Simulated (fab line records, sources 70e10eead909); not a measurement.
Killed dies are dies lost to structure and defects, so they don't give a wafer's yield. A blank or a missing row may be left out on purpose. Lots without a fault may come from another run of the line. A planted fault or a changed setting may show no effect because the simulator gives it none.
fab line records | flow nand_harc | part 1 of 2: steps 1 to 28 of 39
record lots=5 wafers=15 last_day=23
route steps=1159 shown A_BLC@984 A_M0@994
lots that met no fault: from a run of the same line without faults
start_h: hours from the record's first day to the start of the lot's first wafer shown | wait_h: hours since the lot's step before | " the same as in the row above | L1.1+2: a row that stands for several wafers | - no value, or no start given | * or withheld: withheld | < > ~ a bound
route shown NAME@n: a module of which the file shows steps, and the number in the route of the first | usual: mean/standard deviation of fault-free wafers | same: alike in all rows | chamber/n: place in a boat | sites: the reading at each site | _std_site: their standard deviation | _edge_site: outer sites' mean less inner sites' | radius_mm: how far each site lies from the wafer's centre | mask NAME#n: copy n | behind: the tool/chamber that last shaped the wafer | hold: why the lot was held/for how many hours/how that ended | device: the transistor (n, p or np) that didn't switch | end of line: the same wafers' tests at the end of the route | a step without rows: its recipe alone | killed: dies lost to structure and defects at the first sort, not the wafer's yield | map: a wafer's dies, x killed, . not, _ none there
set.NAME: the setting as run; set.NAME@STEP: as run at that earlier step | model.NAME: the simulator's own value behind a step, which no gauge read
lots at some steps of the route; a table a step, a row a wafer
services: from which hour (start_h, from the record's first day; less than 0 if before it) a tool's chamber was out of use, for how many hours, and why
## steps
# step NHARC_A_BLC_STRIP_22
# recipe time_s=600 temp_c=30 chemistry=post_etch_residue_remover
# same time_s=600
# columns lot.wafer tool chamber start_h wait_h
L079.5+3+2 wet_bench-07 2,4,6 418.95 -
L083.5+1+2 wet_bench-02 7,1,2 438.79 -
L081.5+2+4 wet_bench-05 1,2,4 443.42 -
L082.1+2+5 wet_bench-02 6,7,2 444.66 -
L089.6+3+2 wet_bench-05 3,4,7 494.09 -
# step NHARC_A_BLC_DEGAS_30
# recipe temp_c=300 time_s=60
# usual heater_power_w=481/40
# same time_s=60
# columns lot.wafer tool chamber start_h wait_h heater_power_w
L079.2 pvd_sputter-03 - 419.21 - 538
L079.3 " - " " 453
L079.5 " - " " 515
L083.1 pvd_sputter-03 - 439.06 - 526
L083.2 " - " " 522
L083.5 " - " " 514
L081.4 pvd_sputter-01 - 443.68 - 439
L081.2 " - " " 411
L081.5 " - " " 448
L082.1 pvd_sputter-02 - 444.92 - 496
L082.2 " - " " 485
L082.5 " - " " 494
L089.2 pvd_sputter-03 - 494.36 - 525
L089.3 " - " " 541
L089.6 " - " " 510
# step NHARC_A_BLC_PRE_CLEAN_31
# recipe time_s=15 bias_v=250 gas=Ar
# same time_s=15
# columns lot.wafer tool chamber start_h wait_h
L079.2+3+5 pvd_sputter-03 - - -
L083.1+2+5 pvd_sputter-03 - - -
L081.4+2+5 pvd_sputter-01 - - -
L082.2+1+5 pvd_sputter-02 - - -
L089.3+2+6 pvd_sputter-03 - - -
# step NHARC_A_BLC_PVD_32
# recipe target_thk_a=50 chamber_pressure_pa=5 power_w=5000 substrate_temp_c=200 time_s=17.7 material=Ti
# usual chamber_pressure_pa=5.000/0.01 throttle_valve_pct=30.0/0.89
# same time_s=17.7
# columns lot.wafer tool chamber start_h wait_h chamber_pressure_pa throttle_valve_pct
L079.3 pvd_sputter-03 - - - 5.007 30.1
L079.2 " - " " 4.989 30.0
L079.5 " - " " 5.000 30.1
L083.1 pvd_sputter-03 - - - 5.008 29.6
L083.2 " - " " 5.002 28.8
L083.5 " - " " 4.987 30.0
L081.2 pvd_sputter-01 - - - 4.991 30.9
L081.4 " - " " 5.009 30.1
L081.5 " - " " 5.000 29.7
L082.2 pvd_sputter-02 - - - 5.012 29.2
L082.1 " - " " 5.004 32.1
L082.5 " - " " 5.011 29.1
L089.2 pvd_sputter-03 - - - 4.994 28.5
L089.3 " - " " 5.003 29.8
L089.6 " - " " 5.007 28.7
# step NHARC_A_BLC_ALD_23
# recipe target_thk_a=30 pulse_time_s=1 ald_cycles=150 temp_c=450 material=TiN
# usual heater_power_w=1070/140 precursor_pulse_height_rel=1.005/0.018
# columns lot.wafer tool chamber start_h wait_h heater_power_w precursor_pulse_height_rel
L079.2 ald_metal-02 2 419.46 - 876 1.001
L079.3 " 0 " " 1137 0.999
L079.5 " 2 " " 911 0.997
L083.2 ald_metal-04 3 439.30 - 1124 1.001
L083.1 " 2 " " 1106 0.991
L083.5 " 3 " " 1131 1.000
L081.4 ald_metal-02 1 443.92 - 879 0.994
L081.2 " 3 " " 1239 1.020
L081.5 " 2 " " 858 1.001
L082.2 ald_metal-03 0 445.16 - 895 0.997
L082.1 " 1 " " 970 1.003
L082.5 " 1 " " 940 1.000
L089.3 ald_metal-04 0 494.59 - 1009 1.004
L089.2 " 1 " " 1358 1.024
L089.6 " 0 " " 1020 1.013
# step NHARC_A_BLC_CVD_24
# recipe target_thk_a=1500 temp_c=300 pressure_torr=40 wf6_flow_sccm=40 h2_flow_sccm=1600 ar_flow_sccm=1560 time_s=434 material=W
# usual heater_power_w=434/51 throttle_valve_pct=8.11/0.26
# same time_s=434
# columns lot.wafer tool chamber start_h wait_h heater_power_w throttle_valve_pct
L079.2 cvd_w-02 0 - - 498 7.61
L079.3 " 0 " " 484 8.10
L079.5 " 1 " " 367 8.37
L083.1 cvd_w-01 1 - - 463 8.04
L083.2 " 0 " " 426 7.97
L083.5 " 0 " " 436 8.00
L081.2 cvd_w-02 1 - - 382 8.56
L081.4 " 1 " " 372 8.40
L081.5 " 0 " " 490 7.58
L082.1 cvd_w-02 0 - - 490 7.84
L082.2 " 1 " " 375 8.22
L082.5 " 1 " " 366 8.36
L089.2 cvd_w-02 0 - - 490 8.09
L089.3 " 0 " " 485 7.91
L089.6 " 1 " " 376 8.41
# step NHARC_A_BLC_CMP_25
# recipe t_overpolish_s=30 target_thk_nm=150
# usual motor_current_A=11.8/1.3 overpolish_run_s=29.999/0.0095 time_to_endpoint_s=29.5/2
# columns lot.wafer tool chamber start_h wait_h motor_current_A overpolish_run_s time_to_endpoint_s
L079.3 cmp-02 3 422.17 0.3 13.2 29.991 29.0
L079.2 " 1 " " 10.1 29.998 26.5
L079.5 " 3 " " 13.1 29.990 28.9
L083.1 cmp-04 0 440.04 0.5 13.0 29.990 31.5
L083.2 " 1 " " 10.6 30.014 30.3
L083.5 " 1 " " 10.7 29.984 31.6
L081.2 cmp-04 1 444.75 0.5 10.2 30.000 28.5
L081.4 " 2 " " 11.2 30.018 32.4
L081.5 " 0 " " 12.4 29.991 31.3
L082.2 cmp-01 3 445.94 0.4 13.6 30.019 28.4
L082.1 " 0 " " 11.2 30.003 31.5
L082.5 " 2 " " 11.5 29.992 28.7
L089.2 cmp-01 2 495.74 0.5 12.2 29.987 28.3
L089.3 " 1 " " 12.1 30.003 29.1
L089.6 " 2 " " 12.1 29.990 30.3
# step NHARC_A_BLC_SRD_27
# columns lot.wafer tool chamber start_h wait_h
L079.5+3+2 wet_bench-02 4,5,0 422.47 0.0
L083.1+5+2 wet_bench-07 2,3,6 440.37 0.0
L081.2+5+4 wet_bench-05 1,2,3 445.06 0.0
L082.2+1+5 wet_bench-02 6,7,1 446.24 0.0
L089.2+3+6 wet_bench-07 1,2,4 496.06 0.0
# step NHARC_A_BLC_INSPECT_28
# usual raw_defect_count=410/91
# columns lot.wafer tool chamber start_h wait_h raw_defect_count
L079.2 defect_inspect-02 - 422.55 0.1 515
L079.3 " - " " 441
L079.5 " - " " 547
L083.1 defect_inspect-02 - 440.45 0.1 450
L083.2 " - " " 377
L083.5 " - " " 337
L081.2 defect_inspect-02 - 445.13 0.1 396
L081.4 " - " " 432
L081.5 " - " " 456
L082.1 defect_inspect-02 - 446.32 0.1 325
L082.2 " - " " 366
L082.5 " - " " 221
L089.2 defect_inspect-02 - 496.15 0.1 406
L089.3 " - " " 357
L089.6 " - " " 377
# step NHARC_A_M0_DEP_00
# recipe target_thk_a=1500 target_thk_nm=150 temp_c=withheld pressure_torr=5 flow_sccm=200 rf_w=600 material=SiOC
# columns lot.wafer tool chamber start_h wait_h
L079.2+3+5 pecvd-02 2,0,0 422.73 0.2
L083.2+1+5 pecvd-03 2,0,2 440.56 0.1
L081.2+4+5 pecvd-02 1,1,2 445.25 0.1
L082.1+2+5 pecvd-03 0,2,0 446.39 0.1
L089.3+2+6 pecvd-01 2,0,2 496.26 0.1
# step NHARC_A_M0_DEHYDRATE_01
# recipe temp_c=150 time_s=120
# same time_s=120
# columns lot.wafer tool chamber start_h wait_h
L079.2+3+5 litho_track-01 0 423.09 -
L083.1+2+5 litho_track-01 0 440.92 -
L081.2+4+5 litho_track-06 0 445.61 -
L082.1+2+5 litho_track-06 0 446.79 -
L089.2+3+6 litho_track-06 0 496.62 -
# step NHARC_A_M0_HMDS_02
# recipe time_s=30
# same time_s=30
# columns lot.wafer tool chamber start_h wait_h
L079.2+3+5 litho_track-01 0 - -
L083.1+2+5 litho_track-01 0 - -
L081.2+4+5 litho_track-06 0 - -
L082.1+2+5 litho_track-06 0 - -
L089.2+3+6 litho_track-06 0 - -
# step NHARC_A_M0_COAT_33
# recipe temp_c=200 time_s=65
# same time_s=65
# columns lot.wafer tool chamber start_h wait_h
L079.2+3+5 litho_track-01 0 - -
L083.1+2+5 litho_track-01 0 - -
L081.2+4+5 litho_track-06 0 - -
L082.1+2+5 litho_track-06 0 - -
L089.2+3+6 litho_track-06 0 - -
# step NHARC_A_M0_COAT_03
# recipe spin_rpm=1500 resist_thk_nm=90
# columns lot.wafer tool chamber start_h wait_h
L079.2+3+5 litho_track-01 0 - -
L083.1+2+5 litho_track-01 0 - -
L081.2+4+5 litho_track-06 0 - -
L082.1+2+5 litho_track-06 0 - -
L089.2+3+6 litho_track-06 0 - -
# step NHARC_A_M0_SOFTBAKE_04
# recipe temp_c=105 time_s=55
# same time_s=55
# columns lot.wafer tool chamber start_h wait_h
L079.2+3+5 litho_track-01 0 - -
L083.1+2+5 litho_track-01 0 - -
L081.2+4+5 litho_track-06 0 - -
L082.1+2+5 litho_track-06 0 - -
L089.2+3+6 litho_track-06 0 - -
# step NHARC_A_M0_EBR_05
# columns lot.wafer tool chamber start_h wait_h
L079.2+3+5 litho_track-01 0 - -
L083.1+2+5 litho_track-01 0 - -
L081.2+4+5 litho_track-06 0 - -
L082.1+2+5 litho_track-06 0 - -
L089.2+3+6 litho_track-06 0 - -
# step NHARC_A_M0_EXPOSE_06
# recipe na=1.35 target_cd_nm=80 dose_mj=83.25 mask_id=A_M0
# usual reticle_temp_C=23.01/0.1
# columns lot.wafer tool chamber start_h wait_h mask reticle_temp_C
L079.2 arfi_scanner-03 0 423.26 - A_M0#0 22.92
L079.3 " 0 " " A_M0#0 22.92
L079.5 " 0 " " A_M0#0 22.96
L083.1 arfi_scanner-03 0 441.21 - A_M0#0 23.10
L083.2 " 0 " " A_M0#0 23.01
L083.5 " 0 " " A_M0#0 23.12
L081.2 arfi_scanner-03 0 445.77 - A_M0#0 23.18
L081.4 " 0 " " A_M0#0 22.97
L081.5 " 0 " " A_M0#0 22.89
L082.1 arfi_scanner-01 0 447.07 - A_M0#0 22.85
L082.2 " 0 " " A_M0#0 22.94
L082.5 " 0 " " A_M0#0 22.95
L089.2 arfi_scanner-02 0 496.79 - A_M0#0 22.91
L089.3 " 0 " " A_M0#0 23.04
L089.6 " 0 " " A_M0#0 22.78
# step NHARC_A_M0_PEB_07
# recipe peb_temp_c=100 peb_time_s=65
# columns lot.wafer tool chamber start_h wait_h
L079.2+3+5 litho_track-06 0 423.32 0.1
L083.1+2+5 litho_track-01 0 441.27 0.1
L081.2+4+5 litho_track-04 0 445.83 0.1
L082.1+2+5 litho_track-04 0 447.13 0.1
L089.2+3+6 litho_track-01 0 496.85 0.1
# step NHARC_A_M0_DEVELOP_08
# recipe develop_time_s=35 dev_temp_c=23
# usual developer_temp_C=22.99/0.11
# columns lot.wafer tool chamber start_h wait_h developer_temp_C
L079.2 litho_track-06 0 - - 23.05
L079.3 " 0 " " 22.94
L079.5 " 0 " " 23.01
L083.1 litho_track-01 0 - - 23.04
L083.2 " 0 " " 23.00
L083.5 " 0 " " 23.07
L081.2 litho_track-04 0 - - 22.93
L081.4 " 0 " " 23.05
L081.5 " 0 " " 23.04
L082.1 litho_track-04 0 - - 23.07
L082.2 " 0 " " 22.96
L082.5 " 0 " " 22.88
L089.2 litho_track-01 0 - - 22.99
L089.3 " 0 " " 23.01
L089.6 " 0 " " 23.06
# step NHARC_A_M0_CD_MEAS_09
# recipe target_cd_nm=80 landing_energy_ev=500
# usual cd_nm=80.0/0.51
# columns lot.wafer tool chamber start_h wait_h cd_nm
L079.2 cd_sem-02 0 423.40 - 79.8
L079.3 " 0 " " 80.1
L079.5 " 0 " " 79.8
L083.1 cd_sem-01 0 441.35 - 79.9
L083.2 " 0 " " 79.5
L083.5 " 0 " " 79.9
L081.2 cd_sem-01 0 445.91 - 80.1
L081.4 " 0 " " 80.1
L081.5 " 0 " " 80.2
L082.1 cd_sem-01 0 447.21 - 79.1
L082.2 " 0 " " 79.9
L082.5 " 0 " " 79.5
L089.2 cd_sem-03 0 496.93 - 79.8
L089.3 " 0 " " 79.7
L089.6 " 0 " " 78.6
# step NHARC_A_M0_OVL_MEAS_10
# recipe pitch_nm=160
# usual overlay_x_nm=0.1/0.85 overlay_y_nm=0.3/0.88
# columns lot.wafer tool chamber start_h wait_h overlay_x_nm overlay_y_nm
L079.2 overlay-01 - 423.49 - 0.5 -0.4
L079.3 " - " " 0.4 -0.2
L079.5 " - " " 0.6 -0.5
L083.1 overlay-01 - 441.43 - 0.2 1.6
L083.2 " - " " -0.5 1.8
L083.5 " - " " -0.5 2.1
L081.2 overlay-01 - 446.00 - -0.3 0.2
L081.4 " - " " -0.6 -0.1
L081.5 " - " " -0.8 0.0
L082.1 overlay-02 - 447.30 - 0.6 -0.9
L082.2 " - " " -0.1 -0.5
L082.5 " - " " 0.0 -0.5
L089.2 overlay-02 - 497.01 - 1.2 2.0
L089.3 " - " " 1.6 1.5
L089.6 " - " " 1.1 1.5
# step NHARC_A_M0_INSPECT_11
# usual raw_defect_count=30/12
# columns lot.wafer tool chamber start_h wait_h raw_defect_count
L079.2 defect_inspect-01 - 423.52 0.0 9
L079.3 " - " " 12
L079.5 " - " " 17
L083.1 defect_inspect-01 - 441.47 0.0 27
L083.2 " - " " 35
L083.5 " - " " 37
L081.2 defect_inspect-02 - 446.03 0.0 7
L081.4 " - " " 13
L081.5 " - " " 16
L082.1 defect_inspect-02 - 447.34 0.0 29
L082.2 " - " " 19
L082.5 " - " " 26
L089.2 defect_inspect-01 - 497.05 0.0 45
L089.3 " - " " 29
L089.6 " - " " 42
# step NHARC_A_M0_DESCUM_14
# recipe time_s=3 o2_flow_sccm=200 ar_flow_sccm=0 bias_power_w=0 chemistry=O2
# usual drypump_motor_current_A=5.8/0.59 oes_product_au=1.000/0.0076 rf_vpp_V=57.6/0.95 showerhead_plenum_p_Torr=1.89/0.084 throttle_valve_pct=11.310/0.0092
# same time_s=3
# columns lot.wafer tool chamber start_h wait_h drypump_motor_current_A oes_product_au rf_hours_counter_h rf_vpp_V showerhead_plenum_p_Torr throttle_valve_pct
L079.2 rie_diel-05 3 423.60 0.1 6.1 0.999 5 57.7 1.98 11.316
L079.3 " 0 " " 6.4 1.010 5 57.2 1.82 11.299
L079.5 " 2 " " 6.5 0.991 - 58.5 1.88 11.318
L083.2 rie_diel-09 2 441.53 0.1 5.0 0.999 0 55.2 1.83 11.339
L083.1 " 3 " " 6.6 1.013 0 58.6 2.02 11.321
L083.5 " 3 " " 6.7 1.019 - 58.6 2.02 11.292
L081.4 rie_diel-05 0 446.10 0.1 6.4 1.013 6 58.3 1.82 11.305
L081.2 " 1 " " 5.1 0.992 5 57.7 1.81 11.304
L081.5 " 0 " " 6.3 1.004 - 56.9 1.81 11.330
L082.1 rie_diel-09 2 447.41 0.1 4.9 1.001 1 58.1 1.83 11.312
L082.2 " 0 " " 5.4 0.999 0 58.9 2.01 11.322
L082.5 " 2 " " 4.9 1.000 - 56.4 1.83 11.312
L089.2 rie_diel-05 2 497.11 0.1 6.5 1.006 10 58.4 1.87 11.307
L089.3 " 1 " " 5.1 1.007 9 58.2 1.81 11.311
L089.6 " 3 " " 6.1 0.994 - 57.7 1.98 11.309
# step NHARC_A_M0_ETCH_34
# recipe target_depth_a=400 overetch_a=120 time_s=43.94 ion_energy_ev=200 n2_flow_sccm=150 h2_flow_sccm=150 ar_flow_sccm=0 rf_w=400 bias_w=150 chemistry=N2/H2
# usual drypump_motor_current_A=5.8/0.59 oes_product_au=1.000/0.0077 rf_vpp_V=429.8/2.5 showerhead_plenum_p_Torr=2.01/0.09 throttle_valve_pct=14.172/0.0088
# same time_s=43.94
# columns lot.wafer tool chamber start_h wait_h drypump_motor_current_A oes_product_au rf_hours_counter_h rf_vpp_V showerhead_plenum_p_Torr throttle_valve_pct
L079.2 rie_diel-05 0 423.67 0.1 6.4 1.005 5 427.9 1.93 14.170
L079.3 " 3 " " 6.1 0.994 5 434.0 2.11 14.176
L079.5 " 0 " " 6.4 1.012 - 427.5 1.93 14.157
L083.2 rie_diel-09 0 441.62 0.1 5.4 1.007 0 432.2 2.15 14.173
L083.1 " 3 " " 6.6 1.003 0 432.4 2.15 14.167
L083.5 " 0 " " 5.4 0.997 - 432.8 2.15 14.172
L081.2 rie_diel-05 1 446.19 0.1 5.1 0.988 5 428.4 1.93 14.171
L081.4 " 2 " " 6.5 0.997 6 428.8 2.00 14.157
L081.5 " 3 " " 6.1 1.003 - 433.5 2.11 14.179
L082.1 rie_diel-09 2 447.49 0.1 5.0 0.996 1 428.6 1.94 14.178
L082.2 " 0 " " 5.4 1.006 0 433.2 2.15 14.172
L082.5 " 1 " " 5.6 0.998 - 427.4 1.94 14.187
L089.2 rie_diel-05 2 497.20 0.1 6.5 1.001 10 428.8 2.00 14.159
L089.3 " 0 " " 6.4 1.010 9 426.5 1.93 14.185
L089.6 " 1 " " 5.1 1.011 - 428.7 1.93 14.168
# step NHARC_A_M0_ETCH_15
# recipe target_depth_a=1500 overetch_a=150 time_s=82.5 c4f8_flow_sccm=withheld ar_flow_sccm=400 rf_w=600 bias_w=300 chemistry=C4F8/Ar
# usual oes_product_au=0.954/0.021 rf_vpp_V=439.9/2.7
# same time_s=82.5
# columns lot.wafer tool chamber start_h wait_h oes_product_au rf_hours_counter_h rf_vpp_V
L079.2 rie_diel-05 2 - - 0.922 5 440.7
L079.3 " 1 " " 0.931 4 437.5
L079.5 " 2 " " 0.925 - 440.1
L083.2 rie_diel-09 0 - - 0.975 0 445.4
L083.1 " 1 " " 0.978 0 438.2
L083.5 " 3 " " 0.963 - 443.4
L081.2 rie_diel-05 0 - - 0.928 6 438.4
L081.4 " 3 " " 0.925 6 442.5
L081.5 " 1 " " 0.928 - 438.7
L082.2 rie_diel-09 0 - - 0.987 0 443.0
L082.1 " 2 " " 0.963 1 438.1
L082.5 " 0 " " 0.980 - 443.5
L089.2 rie_diel-05 3 - - 0.924 10 443.8
L089.3 " 0 " " 0.926 9 438.1
L089.6 " 3 " " 0.925 - 443.1
# step NHARC_A_M0_CD_MEAS_16
# usual cd_nm=80.0/0.63
# columns lot.wafer tool chamber start_h wait_h cd_nm
L079.2 cd_sem-03 - 423.89 - 79.7
L079.3 " - " " 79.5
L079.5 " - " " 79.4
L083.1 cd_sem-02 - 441.83 - 80.2
L083.2 " - " " 79.4
L083.5 " - " " 80.0
L081.2 cd_sem-01 - 446.40 - 79.5
L081.4 " - " " 80.0
L081.5 " - " " 80.4
L082.1 cd_sem-01 - 447.70 - 79.1
L082.2 " - " " 80.1
L082.5 " - " " 79.7
L089.2 cd_sem-03 - 497.41 - 80.2
L089.3 " - " " 79.6
L089.6 " - " " 79.5
# step NHARC_A_M0_STRIP_18
# recipe power_w=1000 n2_flow_sccm=150 h2_flow_sccm=150 ar_flow_sccm=0 bias_w=0 chemistry=N2/H2
# usual drypump_motor_current_A=5.7/0.56 oes_product_au=1.000/0.0069 rf_vpp_V=90.4/1 showerhead_plenum_p_Torr=2.01/0.087 throttle_valve_pct=14.171/0.0086
# columns lot.wafer tool chamber start_h wait_h drypump_motor_current_A oes_product_au rf_hours_counter_h rf_vpp_V showerhead_plenum_p_Torr throttle_valve_pct
L079.2 rie_diel-09 3 423.97 0.1 6.7 1.003 13 91.9 2.15 14.164
L079.3 " 1 " " 5.6 0.983 10 92.3 1.94 14.183
L079.5 " 0 " " 5.4 1.005 - 91.8 2.15 14.165
L083.2 rie_diel-05 2 441.91 0.1 6.5 0.995 5 90.1 2.00 14.159
L083.1 " 3 " " 6.1 1.000 6 90.6 2.11 14.178
L083.5 " 3 " " 6.1 0.998 - 91.8 2.11 14.172
L081.2 rie_diel-05 2 446.50 0.1 6.5 0.995 6 89.9 2.00 14.157
L081.4 " 0 " " 6.4 1.015 6 90.7 1.93 14.162
L081.5 " 2 " " 6.5 1.001 - 90.3 2.00 14.190
L082.2 rie_diel-02 0 447.77 0.1 5.6 0.994 9 90.4 2.04 14.166
L082.1 " 2 " " 5.4 0.995 10 90.7 2.12 14.158
L082.5 " 0 " " 5.6 0.991 - 91.4 2.04 14.171
L089.3 rie_diel-09 2 497.48 0.1 5.0 1.008 3 90.9 1.94 14.159
L089.2 " 3 " " 6.7 1.009 5 92.1 2.15 14.173
L089.6 " 2 " " 5.0 1.006 - 90.1 1.94 14.169
# step NHARC_A_M0_STRIP_19
# recipe time_s=600 temp_c=30 chemistry=post_etch_residue_remover
# same time_s=600
# columns lot.wafer tool chamber start_h wait_h
L079.2+5+3 wet_bench-04 7,0,2 424.25 -
L083.1+5+2 wet_bench-04 2,3,7 442.20 -
L081.4+2+5 wet_bench-04 3,6,7 446.76 -
L082.1+2+5 wet_bench-04 7,0,1 448.05 -
L089.6+3+2 wet_bench-06 2,3,4 497.77 -
